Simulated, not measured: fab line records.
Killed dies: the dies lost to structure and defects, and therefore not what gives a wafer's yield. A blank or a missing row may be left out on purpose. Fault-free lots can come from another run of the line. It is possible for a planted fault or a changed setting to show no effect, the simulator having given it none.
Which of the tools did it? / flow n5-finfet / 33 wafers from 11 lots sampled at 4 of the route's 1938 steps

== WHAT EACH GAUGE READ, for each wafer ==
No reading from a measuring or inspecting step in the record can be judged against a usual standard deviation.

== EACH LOT AND THE TOOL THAT RAN IT (in order: tool; ch and the chambers of the sampled wafers; start) ==
lot=L304; N5_BEOL_M8_ETCH_66=rie-diel-04 ch 0,2,3, day 9 15:15; N5_BEOL_M8_STRIP_80=rie-diel-04 ch 0,2,3, day 9 16:32 or earlier; N5_BEOL_M8_ALD_77=ald-metal-02 ch 1,2,3, day 9 16:32; N5_BEOL_M8_SURFACE_TREAT_79=pvd-sputter-02, day 9 16:50
lot=L306; N5_BEOL_M8_ETCH_66=rie-diel-03 ch 0,1,3, day 9 21:53; N5_BEOL_M8_STRIP_80=rie-diel-03 ch 0,1,3, day 9 22:52 or earlier; N5_BEOL_M8_ALD_77=ald-metal-03 ch 0,2, day 9 22:52; N5_BEOL_M8_SURFACE_TREAT_79=pvd-sputter-01, day 9 23:08
lot=L311; N5_BEOL_M8_ETCH_66=rie-diel-02 ch 0,2,3, day 10 10:20; N5_BEOL_M8_STRIP_80=rie-diel-02 ch 0,2,3, day 10 11:19 or earlier; N5_BEOL_M8_ALD_77=ald-metal-03 ch 1,2,3, day 10 11:19; N5_BEOL_M8_SURFACE_TREAT_79=pvd-sputter-02, day 10 11:35
lot=L323; N5_BEOL_M8_ETCH_66=rie-diel-04 ch 0,2,3, day 14 11:47; N5_BEOL_M8_STRIP_80=rie-diel-04 ch 0,2,3, day 14 12:49 or earlier; N5_BEOL_M8_ALD_77=ald-metal-03 ch 0,1,2, day 14 12:49; N5_BEOL_M8_SURFACE_TREAT_79=pvd-sputter-01, day 14 13:06
lot=L324; N5_BEOL_M8_ETCH_66=rie-diel-02 ch 0,2,3, day 14 11:49; N5_BEOL_M8_STRIP_80=rie-diel-02 ch 0,2,3, day 14 12:55 or earlier; N5_BEOL_M8_ALD_77=ald-metal-01 ch 0,3, day 14 12:55; N5_BEOL_M8_SURFACE_TREAT_79=pvd-sputter-01, day 14 13:14
lot=L318; N5_BEOL_M8_ETCH_66=rie-diel-04 ch 0,1,3, day 15 01:47; N5_BEOL_M8_STRIP_80=rie-diel-04 ch 0,1,3, day 15 02:55 or earlier; N5_BEOL_M8_ALD_77=ald-metal-03 ch 0,1,3, day 15 02:55; N5_BEOL_M8_SURFACE_TREAT_79=pvd-sputter-01, day 15 03:28
lot=L321; N5_BEOL_M8_ETCH_66=rie-diel-03 ch 0,2, day 15 08:11; N5_BEOL_M8_STRIP_80=rie-diel-03 ch 0,2, day 15 09:10 or earlier; N5_BEOL_M8_ALD_77=ald-metal-03 ch 0,1, day 15 09:10; N5_BEOL_M8_SURFACE_TREAT_79=pvd-sputter-01, day 15 09:28
lot=L320; N5_BEOL_M8_ETCH_66=rie-diel-04 ch 0,1,3, day 15 11:28; N5_BEOL_M8_STRIP_80=rie-diel-04 ch 0,1,3, day 15 12:34 or earlier; N5_BEOL_M8_ALD_77=ald-metal-03 ch 1,2,3, day 15 12:34; N5_BEOL_M8_SURFACE_TREAT_79=pvd-sputter-03, day 15 12:55
lot=L316; N5_BEOL_M8_ETCH_66=rie-diel-03 ch 0,1,2, day 15 20:58; N5_BEOL_M8_STRIP_80=rie-diel-03 ch 0,1,2, day 15 22:44 or earlier; N5_BEOL_M8_ALD_77=ald-metal-02 ch 0,1,3, day 15 22:44; N5_BEOL_M8_SURFACE_TREAT_79=pvd-sputter-02, day 15 23:51
lot=L325; N5_BEOL_M8_ETCH_66=rie-diel-02 ch 0,2,3, day 15 23:56; N5_BEOL_M8_STRIP_80=rie-diel-02 ch 0,2,3, day 16 05:21 or earlier; N5_BEOL_M8_ALD_77=ald-metal-02 ch 0,1,2, day 16 05:21; N5_BEOL_M8_SURFACE_TREAT_79=pvd-sputter-01, day 16 05:47
lot=L315; N5_BEOL_M8_ETCH_66=rie-diel-04 ch 1,2, day 16 11:15; N5_BEOL_M8_STRIP_80=rie-diel-04 ch 1,2, day 16 12:25 or earlier; N5_BEOL_M8_ALD_77=ald-metal-02 ch 0,2, day 16 12:25; N5_BEOL_M8_SURFACE_TREAT_79=pvd-sputter-03, day 16 13:35
- N5_BEOL_M8_ETCH_66: etches SOC in N2/H2, target depth 80 nm, overetch 16 nm, time 120 s.
- N5_BEOL_M8_STRIP_80: strips in N2/H2, time 10 s.
- N5_BEOL_M8_ALD_77: deposits TaN, target thk 2 nm, pulse time 2 s, purge time 3 s.
- N5_BEOL_M8_SURFACE_TREAT_79

== AS READ BY THE TOOLS THEMSELVES (means over the sampled wafers that have a number; for cases with no such wafer, the mark the record gives instead) ==
N5_BEOL_M8_ETCH_66.
lot=L304; tool=rie-diel-04; drypump-motor-current-A (A)=6.0; oes-product-au (a.u.)=0.63; rf-vpp-V (V)=521.6; showerhead-plenum-p-Torr (Torr)=2.46; throttle-valve-pct (%)=17.67
lot=L306; tool=rie-diel-03; drypump-motor-current-A (A)=5.7; oes-product-au (a.u.)=0.60; rf-vpp-V (V)=524.1; showerhead-plenum-p-Torr (Torr)=2.54; throttle-valve-pct (%)=17.82
lot=L311; tool=rie-diel-02; drypump-motor-current-A (A)=6.3; oes-product-au (a.u.)=0.60; rf-vpp-V (V)=524.1; showerhead-plenum-p-Torr (Torr)=2.56; throttle-valve-pct (%)=17.88
lot=L323; tool=rie-diel-04; drypump-motor-current-A (A)=6.0; oes-product-au (a.u.)=0.60; rf-vpp-V (V)=521.8; showerhead-plenum-p-Torr (Torr)=2.44; throttle-valve-pct (%)=17.72
lot=L324; tool=rie-diel-02; drypump-motor-current-A (A)=6.2; oes-product-au (a.u.)=0.57; rf-vpp-V (V)=523.2; showerhead-plenum-p-Torr (Torr)=2.54; throttle-valve-pct (%)=17.96
lot=L318; tool=rie-diel-04; drypump-motor-current-A (A)=6.0; oes-product-au (a.u.)=0.64; rf-vpp-V (V)=522.9; showerhead-plenum-p-Torr (Torr)=2.50; throttle-valve-pct (%)=17.58
lot=L321; tool=rie-diel-03; drypump-motor-current-A (A)=5.3; oes-product-au (a.u.)=0.73; rf-vpp-V (V)=525.0; showerhead-plenum-p-Torr (Torr)=2.58; throttle-valve-pct (%)=17.70
lot=L320; tool=rie-diel-04; drypump-motor-current-A (A)=5.9; oes-product-au (a.u.)=0.63; rf-vpp-V (V)=522.8; showerhead-plenum-p-Torr (Torr)=2.50; throttle-valve-pct (%)=17.58
lot=L316; tool=rie-diel-03; drypump-motor-current-A (A)=5.6; oes-product-au (a.u.)=0.67; rf-vpp-V (V)=524.9; showerhead-plenum-p-Torr (Torr)=2.58; throttle-valve-pct (%)=17.78
lot=L325; tool=rie-diel-02; drypump-motor-current-A (A)=6.2; oes-product-au (a.u.)=0.57; rf-vpp-V (V)=523.3; showerhead-plenum-p-Torr (Torr)=2.54; throttle-valve-pct (%)=17.97
lot=L315; tool=rie-diel-04; drypump-motor-current-A (A)=6.3; oes-product-au (a.u.)=0.70; rf-vpp-V (V)=527.1; showerhead-plenum-p-Torr (Torr)=2.66; throttle-valve-pct (%)=17.87

N5_BEOL_M8_STRIP_80.
lot=L304; tool=rie-diel-04; drypump-motor-current-A (A)=6.0; oes-product-au (a.u.)=0.84; rf-vpp-V (V)=58.8; showerhead-plenum-p-Torr (Torr)=2.45; throttle-valve-pct (%)=23.38
lot=L306; tool=rie-diel-03; drypump-motor-current-A (A)=5.7; oes-product-au (a.u.)=0.78; rf-vpp-V (V)=59.7; showerhead-plenum-p-Torr (Torr)=2.54; throttle-valve-pct (%)=23.57
lot=L311; tool=rie-diel-02; drypump-motor-current-A (A)=6.3; oes-product-au (a.u.)=0.78; rf-vpp-V (V)=58.7; showerhead-plenum-p-Torr (Torr)=2.55; throttle-valve-pct (%)=23.80
lot=L323; tool=rie-diel-04; drypump-motor-current-A (A)=6.0; oes-product-au (a.u.)=0.79; rf-vpp-V (V)=59.3; showerhead-plenum-p-Torr (Torr)=2.44; throttle-valve-pct (%)=23.44
lot=L324; tool=rie-diel-02; drypump-motor-current-A (A)=6.2; oes-product-au (a.u.)=0.76; rf-vpp-V (V)=59.0; showerhead-plenum-p-Torr (Torr)=2.54; throttle-valve-pct (%)=23.84
lot=L318; tool=rie-diel-04; drypump-motor-current-A (A)=6.0; oes-product-au (a.u.)=0.85; rf-vpp-V (V)=59.2; showerhead-plenum-p-Torr (Torr)=2.49; throttle-valve-pct (%)=23.29
lot=L321; tool=rie-diel-03; drypump-motor-current-A (A)=5.3; oes-product-au (a.u.)=0.95; rf-vpp-V (V)=60.0; showerhead-plenum-p-Torr (Torr)=2.57; throttle-valve-pct (%)=23.72
lot=L320; tool=rie-diel-04; drypump-motor-current-A (A)=6.0; oes-product-au (a.u.)=0.83; rf-vpp-V (V)=59.4; showerhead-plenum-p-Torr (Torr)=2.49; throttle-valve-pct (%)=23.30
lot=L316; tool=rie-diel-03; drypump-motor-current-A (A)=5.6; oes-product-au (a.u.)=0.87; rf-vpp-V (V)=59.8; showerhead-plenum-p-Torr (Torr)=2.58; throttle-valve-pct (%)=23.64
lot=L325; tool=rie-diel-02; drypump-motor-current-A (A)=6.3; oes-product-au (a.u.)=0.74; rf-vpp-V (V)=58.5; showerhead-plenum-p-Torr (Torr)=2.53; throttle-valve-pct (%)=23.85
lot=L315; tool=rie-diel-04; drypump-motor-current-A (A)=6.3; oes-product-au (a.u.)=0.91; rf-vpp-V (V)=59.0; showerhead-plenum-p-Torr (Torr)=2.65; throttle-valve-pct (%)=23.68

N5_BEOL_M8_ALD_77.
lot=L304; tool=ald-metal-02; heater-power-w (W)=423; susceptor-temp-C (C)=275.04
lot=L306; tool=ald-metal-03; heater-power-w (W)=394; susceptor-temp-C (C)=274.90
lot=L311; tool=ald-metal-03; heater-power-w (W)=445; susceptor-temp-C (C)=275.00
lot=L323; tool=ald-metal-03; heater-power-w (W)=434; susceptor-temp-C (C)=274.98
lot=L324; tool=ald-metal-01; heater-power-w (W)=431; susceptor-temp-C (C)=275.00
lot=L318; tool=ald-metal-03; heater-power-w (W)=428; susceptor-temp-C (C)=277.45
lot=L321; tool=ald-metal-03; heater-power-w (W)=450; susceptor-temp-C (C)=279.70
lot=L320; tool=ald-metal-03; heater-power-w (W)=450; susceptor-temp-C (C)=277.21
lot=L316; tool=ald-metal-02; heater-power-w (W)=387; susceptor-temp-C (C)=275.12
lot=L325; tool=ald-metal-02; heater-power-w (W)=443; susceptor-temp-C (C)=275.27
lot=L315; tool=ald-metal-02; heater-power-w (W)=454; susceptor-temp-C (C)=274.95

== THE ANSWER, worked out from the rows above alone ==
Rule: what is usual is taken from the lots themselves. Put in order of their means at a reading, lots are off if they are a third of the lots or fewer, leave a main group of 4 or more, and stand apart from it by a gap of 3 or more times the standard deviation of the main group's means; of several such gaps the widest counts. A main group is skipped when, at the precision printed for the reading in the tables above, its means are all equal. A lot without any number at a reading at which 4 lots or more have one is off too. Any other lot the step has rows for is counted as sound. After the gauges, taken in route order, come the tools' own readings; for these a lot's mean is taken, as printed above. At the first step where some lot is off, the reading lying furthest off is the one used; lots without a number count as furthest.
Off: L318, L321, L320, at N5_BEOL_M8_ALD_77 (susceptor-temp-C). Main group: mean 275.03 C, sd 0.11.
If a tool, at that step or one of the process steps before it, ran each lot that is off and ran no sound lot following the first of them, it fits. N5_BEOL_M8_STRIP_80: start missing for some lots; hours and lot order therefore follow N5_BEOL_M8_ALD_77. One fits: ald-metal-03 at N5_BEOL_M8_ALD_77. Its last sound lot is L323 (day 14 12:49), its first lot that is off L318 (day 15 02:55): a fault that began between those two fits.
The tool's own readings at N5_BEOL_M8_ALD_77 bear it out: on the lots that are off they differ by more than 5 times the standard deviation of the sound lots' means. susceptor-temp-C reads 278.12 C there against 275.03 C on the sound lots.

== WHAT THE SIMULATOR HAD PUT IN ==
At N5_BEOL_M8_ALD_77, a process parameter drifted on ald-metal-03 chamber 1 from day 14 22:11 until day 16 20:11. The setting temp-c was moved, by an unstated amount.
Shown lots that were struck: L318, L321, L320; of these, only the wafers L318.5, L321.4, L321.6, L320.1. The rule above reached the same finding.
